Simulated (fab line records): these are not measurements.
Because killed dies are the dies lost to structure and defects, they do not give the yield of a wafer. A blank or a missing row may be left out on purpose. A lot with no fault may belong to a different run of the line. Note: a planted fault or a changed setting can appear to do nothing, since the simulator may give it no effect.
Matching of chambers | flow nandHarc | 4 sister chambers for NHARC_A_CHANNEL_FILL_D1_CMP_10 on cmp-03
The step polishes, target thk 150 nm. 8 wafers are shown with their chamber, then 9 later ones without.

WAFERS PAIRED WITH THEIR CHAMBERS
wafer  | chamber | motorCurrentA (A) | edgeZonePressureFrac
L082.4 | 0       | 14.6              | 0.997
L082.6 | 0       | 15.4              | 0.999
L087.5 | 3       | 14.0              | 0.995
L089.3 | 1       | 14.0              | 1.001
L089.5 | 2       | 10.8              | 0.999
L090.1 | 3       | 14.1              | 1.008
L090.3 | 1       | 14.1              | 1.008
L090.5 | 2       | 10.6              | 0.996

WAFERS WITH NO CHAMBER GIVEN
wafer  | motorCurrentA (A) | edgeZonePressureFrac
L092.1 | 14.2              | 1.007
L092.4 | 10.0              | 1.005
L092.6 | 14.6              | 1.005
L095.3 | 14.0              | 1.000
L095.5 | 13.8              | 1.010
L095.6 | 15.1              | 1.000
L097.2 | 14.7              | 1.001
L097.3 | 14.5              | 0.992
L097.5 | 13.6              | 0.994

THE CHAMBER EACH PASSED THROUGH
wafer  | from the rows above          | in truth
L092.1 | can't be placed: 1 or 3      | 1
L092.4 | 2                            | 2
L092.6 | can't be placed: 1 or 0 or 3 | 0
L095.3 | can't be placed: 3 or 1      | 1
L095.5 | can't be placed: 1 or 3      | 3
L095.6 | 0                            | 0
L097.2 | can't be placed: 0 or 3 or 1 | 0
L097.3 | can't be placed: 0 or 3 or 1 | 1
L097.5 | can't be placed: 3 or 1      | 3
Placed correctly: 2 of 9. Unplaceable from these rows: 7, with the true chamber sitting among the candidates in 7. 0 placed wrongly.
How it was worked out, from the rows above alone: a wafer's distance from a chamber is the root of the sum, over the readings, of the square of ((its reading less the chamber's mean) divided by the reading's scatter). The wafer belongs to the nearest chamber; if the next one is less than 2 further off, it can't be placed. For every chamber, the mean is computed from those of its wafers that are shown. How the scatter is found: for the shown wafers, subtract from each reading the mean of its chamber, square and add these, divide the total by (wafers less chambers), then take the root.
